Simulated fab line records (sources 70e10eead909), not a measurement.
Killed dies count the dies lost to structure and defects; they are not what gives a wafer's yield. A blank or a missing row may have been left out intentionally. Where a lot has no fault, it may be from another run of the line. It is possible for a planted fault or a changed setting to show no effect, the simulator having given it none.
Which tool is to blame? | flow nand-harc | 24 lots with 72 wafers sampled at 6 steps, on a route of 1159 steps

WHAT THE GAUGES READ, wafer by wafer
NHARC_A_CONTACT_CD_MEAS_69: the cd target is 200 nm. Usual: cd-nm reads 200.1 nm (standard deviation 0.38).
lot  | measured     | on        | cd-nm (nm)        | flag
L076 | day 16 16:53 | cd-sem-03 | 200.0 200.1 199.8 |
L075 | day 16 16:08 | cd-sem-02 | 199.5 200.0 199.3 |
L074 | day 17 01:51 | cd-sem-01 | 199.8 199.9 200.1 |
L077 | day 18 03:35 | cd-sem-01 | 199.9 200.1 200.0 |
L080 | day 17 22:42 | cd-sem-02 | 199.6 200.1 200.1 |
L079 | day 17 17:47 | cd-sem-01 | 200.2 200.6 200.5 |
L078 | day 18 12:59 | cd-sem-03 | 200.2 200.2 200.4 |
L081 | day 18 14:40 | cd-sem-02 | 199.6 200.1 200.6 |
L084 | day 19 07:05 | cd-sem-03 | 200.3 200.7 200.2 |
L082 | day 19 03:31 | cd-sem-02 | 199.7 200.6 200.4 |
L083 | day 19 03:02 | cd-sem-02 | 199.9 200.6 200.2 |
L085 | day 19 16:44 | cd-sem-03 | 200.0 200.2 200.6 |
L088 | day 19 16:59 | cd-sem-03 | 200.1 199.8 199.7 |
L086 | day 20 03:50 | cd-sem-03 | 200.4 200.2 200.8 |
L090 | day 20 13:41 | cd-sem-01 | 200.4 200.7 199.9 |
L087 | day 20 15:17 | cd-sem-03 | 199.9 199.8 200.0 |
L089 | day 20 16:33 | cd-sem-03 | 199.8 200.1 199.6 |
L091 | day 20 20:47 | cd-sem-02 | 199.7 200.3 200.3 |
L093 | day 21 12:57 | cd-sem-01 | 200.4 199.9 200.8 |
L094 | day 21 14:56 | cd-sem-03 | 200.6 200.5 199.5 |
L095 | day 21 22:07 | cd-sem-01 | 200.8 200.3 200.2 |
L092 | day 21 16:17 | cd-sem-02 | 200.1 199.7 200.0 |
L096 | day 22 07:04 | cd-sem-03 | 200.3 200.1 200.3 |
L097 | day 22 21:06 | cd-sem-03 | 199.9 199.7 200.5 |

WHICH TOOL RAN EACH LOT (tool, then ch and the chambers of the sampled wafers, then the start)
lot  | NHARC_A_SLIT_ETCH_29               | NHARC_A_CONTACT_ETCH_48            | NHARC_A_CONTACT_ETCH_119             | NHARC_A_CONTACT_ETCH_121             | NHARC_A_CONTACT_ETCH_122
L076 | rie-diel-01 ch 2,3, day 14 13:20   | rie-diel-09 ch 0,2,3, day 16 08:51 | har-cap-etch-01 ch 0,1, day 16 10:51 | har-cap-etch-01 ch 0,1, day 16 11:02 | har-cap-etch-01 ch 0,1, day 16 11:08
L075 | rie-diel-01 ch 2,3, day 14 15:26   | rie-diel-09 ch 0,1, day 16 05:32   | har-cap-etch-03 ch 0,1, day 16 07:53 | har-cap-etch-03 ch 0,1, day 16 08:08 | har-cap-etch-03 ch 0,1, day 16 08:15
L074 | rie-diel-08 ch 0,3, day 14 18:36   | rie-diel-03 ch 0,1, day 16 18:28   | har-cap-etch-03 ch 0,1, day 16 20:52 | har-cap-etch-03 ch 0,1, day 16 21:07 | har-cap-etch-03 ch 0,1, day 16 21:14
L077 | rie-diel-12 ch 2,3, day 15 11:12   | rie-diel-09 ch 0,1,2, day 17 17:53 | har-cap-etch-03 ch 0,1, day 17 20:11 | har-cap-etch-03 ch 0,1, day 17 20:26 | har-cap-etch-03 ch 0,1, day 17 20:33
L080 | rie-diel-01 ch 0,1,2, day 15 13:31 | rie-diel-09 ch 2,3, day 17 16:02   | har-cap-etch-01 ch 0,1, day 17 18:11 | har-cap-etch-01 ch 0,1, day 17 18:22 | har-cap-etch-01 ch 0,1, day 17 18:27
L079 | rie-diel-12 ch 0,1,3, day 15 13:43 | rie-diel-09 ch 0,1,3, day 17 11:16 | har-cap-etch-02 ch 0,1, day 17 13:22 | har-cap-etch-02 ch 0,1, day 17 13:32 | har-cap-etch-02 ch 0,1, day 17 13:38
L078 | rie-diel-01 ch 1,2,3, day 15 15:10 | rie-diel-09 ch 1,2,3, day 18 01:20 | har-cap-etch-02 ch 0,1, day 18 03:36 | har-cap-etch-02 ch 0,1, day 18 03:51 | har-cap-etch-02 ch 0,1, day 18 03:58
L081 | rie-diel-01 ch 0,2,3, day 16 03:58 | rie-diel-03 ch 1,3, day 18 04:43   | har-cap-etch-02 ch 0,1, day 18 07:01 | har-cap-etch-02 ch 0,1, day 18 07:16 | har-cap-etch-02 ch 0,1, day 18 07:23
L084 | rie-diel-08 ch 0,1,2, day 16 17:26 | rie-diel-03 ch 0,1,3, day 18 21:10 | har-cap-etch-03 ch 0,1, day 18 23:30 | har-cap-etch-03 ch 0,1, day 18 23:44 | har-cap-etch-03 ch 0,1, day 18 23:52
L082 | rie-diel-01 ch 0,2,3, day 16 18:10 | rie-diel-03 ch 0,1,3, day 18 17:17 | har-cap-etch-01 ch 0,1, day 18 19:38 | har-cap-etch-01 ch 0,1, day 18 19:49 | har-cap-etch-01 ch 0,1, day 18 19:55
L083 | rie-diel-08 ch 0,1,3, day 16 19:06 | rie-diel-09 ch 1,2,3, day 18 17:28 | har-cap-etch-03 ch 0,1, day 18 19:28 | har-cap-etch-03 ch 0,1, day 18 19:39 | har-cap-etch-03 ch 0,1, day 18 19:44
L085 | rie-diel-12 ch 1,2,3, day 17 12:11 | rie-diel-03 ch 0,1,3, day 19 08:29 | har-cap-etch-01 ch 0,1, day 19 11:28 | har-cap-etch-01 ch 0,1, day 19 11:39 | har-cap-etch-01 ch 0,1, day 19 11:44
L088 | rie-diel-01 ch 0,1,3, day 17 13:56 | rie-diel-03 ch 1,2, day 19 07:41   | har-cap-etch-03 ch 0,1, day 19 11:10 | har-cap-etch-03 ch 0,1, day 19 11:29 | har-cap-etch-03 ch 0,1, day 19 11:38
L086 | rie-diel-01 ch 1,3, day 18 01:08   | rie-diel-09 ch 1,2, day 19 20:42   | har-cap-etch-03 ch 0,1, day 19 23:01 | har-cap-etch-03 ch 0,1, day 19 23:15 | har-cap-etch-03 ch 0,1, day 19 23:22
L090 | rie-diel-12 ch 0,2,3, day 18 11:04 | rie-diel-03 ch 0,1,2, day 20 07:04 | har-cap-etch-02 ch 0,1, day 20 09:05 | har-cap-etch-02 ch 0,1, day 20 09:16 | har-cap-etch-02 ch 0,1, day 20 09:22
L087 | rie-diel-08 ch 0,1,3, day 18 12:14 | rie-diel-09 ch 0,2,3, day 20 08:14 | har-cap-etch-01 ch 0,1, day 20 10:35 | har-cap-etch-01 ch 0,1, day 20 10:46 | har-cap-etch-01 ch 0,1, day 20 10:52
L089 | rie-diel-12 ch 0,1,3, day 18 13:02 | rie-diel-02 ch 1,3, day 20 09:22   | har-cap-etch-03 ch 0,1, day 20 11:38 | har-cap-etch-03 ch 0,1, day 20 11:53 | har-cap-etch-03 ch 0,1, day 20 12:00
L091 | rie-diel-08 ch 0,1,3, day 18 14:26 | rie-diel-03 ch 1,2, day 20 14:07   | har-cap-etch-01 ch 0,1, day 20 16:09 | har-cap-etch-01 ch 0,1, day 20 16:20 | har-cap-etch-01 ch 0,1, day 20 16:26
L093 | rie-diel-08 ch 1,2, day 19 07:06   | rie-diel-02 ch 1,2, day 21 04:08   | har-cap-etch-03 ch 0,1, day 21 06:30 | har-cap-etch-03 ch 0,1, day 21 06:44 | har-cap-etch-03 ch 0,1, day 21 06:52
L094 | rie-diel-12 ch 0,1,3, day 19 08:46 | rie-diel-09 ch 0,1, day 21 08:28   | har-cap-etch-02 ch 0,1, day 21 10:28 | har-cap-etch-02 ch 0,1, day 21 10:40 | har-cap-etch-02 ch 0,1, day 21 10:45
L095 | rie-diel-12 ch 2,3, day 19 10:28   | rie-diel-09 ch 0,2,3, day 21 13:34 | har-cap-etch-02 ch 0,1, day 21 15:35 | har-cap-etch-02 ch 0,1, day 21 15:46 | har-cap-etch-02 ch 0,1, day 21 15:52
L092 | rie-diel-01 ch 0,1,2, day 19 11:02 | rie-diel-02 ch 0,1,2, day 21 09:37 | har-cap-etch-03 ch 0,1, day 21 11:43 | har-cap-etch-03 ch 0,1, day 21 11:53 | har-cap-etch-03 ch 0,1, day 21 11:59
L096 | rie-diel-01 ch 0,2,3, day 20 00:17 | rie-diel-03 ch 0,1,3, day 22 00:26 | har-cap-etch-01 ch 0,1, day 22 02:27 | har-cap-etch-01 ch 0,1, day 22 02:38 | har-cap-etch-01 ch 0,1, day 22 02:44
L097 | rie-diel-12 ch 1,2,3, day 20 12:10 | rie-diel-03 ch 0,1,3, day 22 13:19 | har-cap-etch-02 ch 0,1, day 22 15:22 | har-cap-etch-02 ch 0,1, day 22 15:33 | har-cap-etch-02 ch 0,1, day 22 15:38
- NHARC_A_SLIT_ETCH_29: etches the open film in CF4/O2, target depth 100 nm, overetch 10 nm, time 55 s.
- NHARC_A_CONTACT_ETCH_48: etches the open film in CF4, target depth 39 nm, time 65 s.
- NHARC_A_CONTACT_ETCH_119: etches the open film in C4F8/O2/Ar, time 94 s, target depth 922 nm.
- NHARC_A_CONTACT_ETCH_121: etches the open film in C4F8/O2/Ar, time 94 s, target depth 922 nm.
- NHARC_A_CONTACT_ETCH_122: etches the open film in C4F8/O2/Ar, time 95 s, target depth 930 nm.

WHAT THE TOOLS THEMSELVES READ (means of the sampled wafers that have a number; where no wafer has one, the mark that the record gives instead)
NHARC_A_SLIT_ETCH_29. Usual: drypump-motor-current-A 5.8 A (standard deviation 0.52); oes_f_703_au 1.000 a.u. (standard deviation 0.0049); oes-product-au 1.002 a.u. (standard deviation 0.011); rf-fwd-power-W 297.2 W (standard deviation 1.2); rf-vpp-V 197.9 V (standard deviation 1.5); showerhead-plenum-p-Torr 1.33 Torr (standard deviation 0.071); throttle-valve-pct 13.397 % (standard deviation 0.0084).
lot  | tool        | drypump-motor-current-A (A) | oes_f_703_au (a.u.) | oes-product-au (a.u.) | rf-fwd-power-W (W) | rf-vpp-V (V) | showerhead-plenum-p-Torr (Torr) | throttle-valve-pct (%) | flag
L076 | rie-diel-01 | 5.9                         | 0.999               | 1.016                 | 297.1              | 197.1        | 1.29                            | 13.396                 |
L075 | rie-diel-01 | 5.9                         | 0.999               | 1.015                 | 299.2              | 196.5        | 1.28                            | 13.395                 |
L074 | rie-diel-08 | 5.8                         | 1.002               | 0.992                 | 297.0              | 197.6        | 1.33                            | 13.388                 |
L077 | rie-diel-12 | 5.3                         | 1.003               | 0.995                 | 297.0              | 197.8        | 1.33                            | 13.391                 |
L080 | rie-diel-01 | 5.6                         | 0.996               | 1.005                 | 297.8              | 197.9        | 1.31                            | 13.398                 |
L079 | rie-diel-12 | 5.9                         | 1.000               | 0.991                 | 298.3              | 198.1        | 1.37                            | 13.403                 |
L078 | rie-diel-01 | 5.5                         | 0.999               | 1.011                 | 297.4              | 197.4        | 1.33                            | 13.400                 |
L081 | rie-diel-01 | 5.9                         | 0.997               | 1.017                 | 296.7              | 197.1        | 1.27                            | 13.397                 |
L084 | rie-diel-08 | 5.9                         | 1.000               | 0.989                 | 297.0              | 197.2        | 1.29                            | 13.400                 |
L082 | rie-diel-01 | 5.9                         | 1.000               | 1.014                 | 297.5              | 196.5        | 1.27                            | 13.393                 |
L083 | rie-diel-08 | 6.0                         | 1.000               | 1.002                 | 295.9              | 197.2        | 1.30                            | 13.403                 |
L085 | rie-diel-12 | 5.7                         | 1.001               | 1.002                 | 297.6              | 198.4        | 1.38                            | 13.393                 |
L088 | rie-diel-01 | 5.5                         | 0.999               | 1.015                 | 296.6              | 198.1        | 1.32                            | 13.400                 |
L086 | rie-diel-01 | 5.1                         | 1.000               | 1.012                 | 296.5              | 198.2        | 1.37                            | 13.395                 |
L090 | rie-diel-12 | 5.8                         | 1.005               | 0.994                 | 298.0              | 198.8        | 1.38                            | 13.399                 |
L087 | rie-diel-08 | 6.0                         | 0.999               | 0.995                 | 296.4              | 196.7        | 1.30                            | 13.394                 |
L089 | rie-diel-12 | 5.9                         | 1.000               | 0.997                 | 297.4              | 199.3        | 1.37                            | 13.405                 |
L091 | rie-diel-08 | 6.0                         | 1.001               | 0.999                 | 297.0              | 197.6        | 1.30                            | 13.397                 |
L093 | rie-diel-08 | 5.7                         | 0.994               | 0.995                 | 296.1              | 197.2        | 1.26                            | 13.398                 |
L094 | rie-diel-12 | 5.9                         | 1.002               | 0.989                 | 297.6              | 199.2        | 1.37                            | 13.400                 |
L095 | rie-diel-12 | 5.3                         | 1.000               | 0.998                 | 298.1              | 196.6        | 1.32                            | 13.399                 |
L092 | rie-diel-01 | 5.6                         | 1.000               | 1.008                 | 296.9              | 197.3        | 1.31                            | 13.407                 |
L096 | rie-diel-01 | 6.0                         | 1.002               | 1.007                 | 297.3              | 196.9        | 1.27                            | 13.391                 |
L097 | rie-diel-12 | 5.7                         | 1.003               | 0.995                 | 297.5              | 199.1        | 1.37                            | 13.395                 |

NHARC_A_CONTACT_ETCH_48. Usual: drypump-motor-current-A 5.81 A, standard deviation 0.27; oes-product-au 0.999 a.u., standard deviation 0.0096; rf-fwd-power-W 297.3 W, standard deviation 0.99; rf-vpp-V 151.0 V, standard deviation 1.2; showerhead-plenum-p-Torr 1.75 Torr, standard deviation 0.076; throttle-valve-pct 13.284 %, standard deviation 0.0097.
lot  | tool        | drypump-motor-current-A (A) | oes-product-au (a.u.) | rf-fwd-power-W (W) | rf-vpp-V (V) | showerhead-plenum-p-Torr (Torr) | throttle-valve-pct (%) | flag
L076 | rie-diel-09 | 5.95                        | 0.996                 | 296.9              | 149.9        | 1.70                            | 13.281                 |
L075 | rie-diel-09 | 5.66                        | 1.005                 | 296.4              | 149.8        | 1.68                            | 13.279                 |
L074 | rie-diel-03 | 5.73                        | 0.997                 | 298.1              | 151.5        | 1.77                            | 13.286                 |
L077 | rie-diel-09 | 5.74                        | 0.996                 | 296.3              | 150.3        | 1.66                            | 13.281                 |
L080 | rie-diel-09 | 6.07                        | 0.996                 | 297.2              | 150.3        | 1.74                            | 13.290                 |
L079 | rie-diel-09 | 5.77                        | 1.007                 | 297.0              | 150.6        | 1.71                            | 13.275                 |
L078 | rie-diel-09 | 5.85                        | 0.997                 | 297.6              | 151.0        | 1.70                            | 13.288                 |
L081 | rie-diel-03 | 5.68                        | 0.987                 | 298.2              | 150.3        | 1.74                            | 13.279                 |
L084 | rie-diel-03 | 5.77                        | 0.996                 | 297.6              | 150.9        | 1.74                            | 13.297                 |
L082 | rie-diel-03 | 5.76                        | 0.991                 | 298.3              | 151.4        | 1.74                            | 13.281                 |
L083 | rie-diel-09 | 5.84                        | 1.005                 | 297.6              | 150.6        | 1.70                            | 13.278                 |
L085 | rie-diel-03 | 5.76                        | 1.000                 | 298.1              | 150.6        | 1.73                            | 13.276                 |
L088 | rie-diel-03 | 5.72                        | 0.991                 | 298.0              | 151.1        | 1.79                            | 13.279                 |
L086 | rie-diel-09 | 5.80                        | 1.000                 | 296.1              | 152.0        | 1.83                            | 13.287                 |
L090 | rie-diel-03 | 5.81                        | 1.001                 | 296.5              | 151.3        | 1.78                            | 13.292                 |
L087 | rie-diel-09 | 5.96                        | 1.001                 | 297.0              | 151.6        | 1.79                            | 13.289                 |
L089 | rie-diel-02 | 5.54                        | 1.000                 | 297.3              | 153.2        | 1.89                            | 13.276                 |
L091 | rie-diel-03 | 5.73                        | 0.989                 | 298.3              | 150.9        | 1.78                            | 13.289                 |
L093 | rie-diel-02 | 5.27                        | 1.001                 | 297.7              | 151.9        | 1.83                            | 13.286                 |
L094 | rie-diel-09 | 5.67                        | 0.999                 | 296.7              | 149.5        | 1.68                            | 13.283                 |
L095 | rie-diel-09 | 5.95                        | 1.001                 | 297.0              | 152.1        | 1.79                            | 13.280                 |
L092 | rie-diel-02 | 5.67                        | 1.008                 | 296.6              | 151.6        | 1.76                            | 13.281                 |
L096 | rie-diel-03 | 5.75                        | 0.997                 | 297.7              | 151.5        | 1.73                            | 13.285                 |
L097 | rie-diel-03 | 5.76                        | 0.996                 | 297.1              | 150.9        | 1.73                            | 13.291                 |

THE ANSWER, worked out from the rows above alone
Rule: lot off if the mean of its wafers having a number is beyond 3 standard deviations from the usual mean. A lot without any number at a reading at which 4 lots or more have one is off too. Any other lot the step has rows for is counted as sound. Order of review: gauges by route order, followed by the tools' own readings, for which a lot's mean as printed above is used. The first step at which some lot is off is used, and at that step the reading that is off furthest; a lot without a number counts as furthest.
None of the lots is off at any reading shown; this tells nothing.

WHAT WAS PUT IN BY THE SIMULATOR
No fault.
